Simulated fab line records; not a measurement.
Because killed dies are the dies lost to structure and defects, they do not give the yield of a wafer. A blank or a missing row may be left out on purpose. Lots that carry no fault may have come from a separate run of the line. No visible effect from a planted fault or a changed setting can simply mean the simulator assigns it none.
Chamber matching / flow n5Finfet / N5_BEOL_M3_STRIP_36 on rieDiel-01: 4 sister chambers
The step strips in N2/H2. 18 wafers are shown with their chamber, then 9 later ones without.

## WAFERS PAIRED WITH THEIR CHAMBERS
wafer=L076.1; chamber=3; drypumpMotorCurrentA (A)=5.15; showerheadPlenumPTorr (Torr)=2.57; throttleValvePct (%)=23.5
wafer=L076.2; chamber=0; drypumpMotorCurrentA (A)=5.42; showerheadPlenumPTorr (Torr)=2.43; throttleValvePct (%)=23.7
wafer=L076.4; chamber=2; drypumpMotorCurrentA (A)=5.79; showerheadPlenumPTorr (Torr)=2.60; throttleValvePct (%)=23.9
wafer=L077.2; chamber=0; drypumpMotorCurrentA (A)=5.39; showerheadPlenumPTorr (Torr)=2.43; throttleValvePct (%)=23.7
wafer=L077.3; chamber=1; drypumpMotorCurrentA (A)=5.48; showerheadPlenumPTorr (Torr)=2.61; throttleValvePct (%)=23.5
wafer=L077.5; chamber=2; drypumpMotorCurrentA (A)=5.77; showerheadPlenumPTorr (Torr)=2.60; throttleValvePct (%)=23.9
wafer=L079.1; chamber=1; drypumpMotorCurrentA (A)=5.47; showerheadPlenumPTorr (Torr)=2.60; throttleValvePct (%)=23.5
wafer=L079.4; chamber=3; drypumpMotorCurrentA (A)=5.14; showerheadPlenumPTorr (Torr)=2.57; throttleValvePct (%)=23.5
wafer=L079.6; chamber=1; drypumpMotorCurrentA (A)=5.45; showerheadPlenumPTorr (Torr)=2.60; throttleValvePct (%)=23.5
wafer=L084.1; chamber=0; drypumpMotorCurrentA (A)=5.43; showerheadPlenumPTorr (Torr)=2.43; throttleValvePct (%)=23.7
wafer=L084.2; chamber=3; drypumpMotorCurrentA (A)=5.14; showerheadPlenumPTorr (Torr)=2.57; throttleValvePct (%)=23.5
wafer=L084.6; chamber=0; drypumpMotorCurrentA (A)=5.43; showerheadPlenumPTorr (Torr)=2.43; throttleValvePct (%)=23.7
wafer=L088.1; chamber=0; drypumpMotorCurrentA (A)=5.42; showerheadPlenumPTorr (Torr)=2.42; throttleValvePct (%)=23.7
wafer=L088.2; chamber=3; drypumpMotorCurrentA (A)=5.15; showerheadPlenumPTorr (Torr)=2.56; throttleValvePct (%)=23.5
wafer=L088.3; chamber=1; drypumpMotorCurrentA (A)=5.48; showerheadPlenumPTorr (Torr)=2.60; throttleValvePct (%)=23.1
wafer=L088.4; chamber=0; drypumpMotorCurrentA (A)=5.42; showerheadPlenumPTorr (Torr)=2.42; throttleValvePct (%)=23.7
wafer=L088.5; chamber=3; drypumpMotorCurrentA (A)=5.16; showerheadPlenumPTorr (Torr)=2.56; throttleValvePct (%)=23.5
wafer=L088.6; chamber=1; drypumpMotorCurrentA (A)=5.47; showerheadPlenumPTorr (Torr)=2.60; throttleValvePct (%)=23.1

SIGNATURES (averages over the wafers above)
reading=drypumpMotorCurrentA; chamber 0=5.4183; chamber 1=5.4700; chamber 2=5.7800; chamber 3=5.1480; scatter within a chamber=0.0124
reading=showerheadPlenumPTorr; chamber 0=2.4267; chamber 1=2.6020; chamber 2=2.6000; chamber 3=2.5660; scatter within a chamber=0.00488
reading=throttleValvePct; chamber 0=23.700; chamber 1=23.340; chamber 2=23.900; chamber 3=23.500; scatter within a chamber=0.117
Rule: a wafer lies at a distance from a chamber equal to the root of the sum of squares, over the readings, of (its reading less the chamber's mean, divided by the reading's scatter). The wafer belongs to the nearest chamber; if the next one is less than 2 further off, it can't be placed. The scatter is the square root of a quotient: the sum, over the shown wafers, of each reading's squared deviation from its chamber's mean, divided by wafers minus chambers.

## WAFERS MISSING THEIR CHAMBER
wafer=L092.2; drypumpMotorCurrentA (A)=5.44; showerheadPlenumPTorr (Torr)=2.42; throttleValvePct (%)=23.7
wafer=L092.4; drypumpMotorCurrentA (A)=5.48; showerheadPlenumPTorr (Torr)=2.59; throttleValvePct (%)=23.1
wafer=L092.6; drypumpMotorCurrentA (A)=5.75; showerheadPlenumPTorr (Torr)=2.59; throttleValvePct (%)=23.6
wafer=L093.1; drypumpMotorCurrentA (A)=5.52; showerheadPlenumPTorr (Torr)=2.59; throttleValvePct (%)=23.1
wafer=L093.4; drypumpMotorCurrentA (A)=5.74; showerheadPlenumPTorr (Torr)=2.59; throttleValvePct (%)=23.6
wafer=L093.6; drypumpMotorCurrentA (A)=5.16; showerheadPlenumPTorr (Torr)=2.56; throttleValvePct (%)=23.6
wafer=L097.1; drypumpMotorCurrentA (A)=5.45; showerheadPlenumPTorr (Torr)=2.42; throttleValvePct (%)=23.7
wafer=L097.2; drypumpMotorCurrentA (A)=5.15; showerheadPlenumPTorr (Torr)=2.55; throttleValvePct (%)=23.5
wafer=L097.3; drypumpMotorCurrentA (A)=5.50; showerheadPlenumPTorr (Torr)=2.59; throttleValvePct (%)=23.1

## WHICH CHAMBER EACH ONE RAN IN
wafer=L092.2; from the rows above=0; in truth=0
wafer=L092.4; from the rows above=1; in truth=1
wafer=L092.6; from the rows above=2; in truth=2
wafer=L093.1; from the rows above=1; in truth=1
wafer=L093.4; from the rows above=2; in truth=2
wafer=L093.6; from the rows above=3; in truth=3
wafer=L097.1; from the rows above=0; in truth=0
wafer=L097.2; from the rows above=3; in truth=3
wafer=L097.3; from the rows above=1; in truth=1
9 of 9 placed correctly. Not placeable from these rows: 0. Wrongly placed: 0.
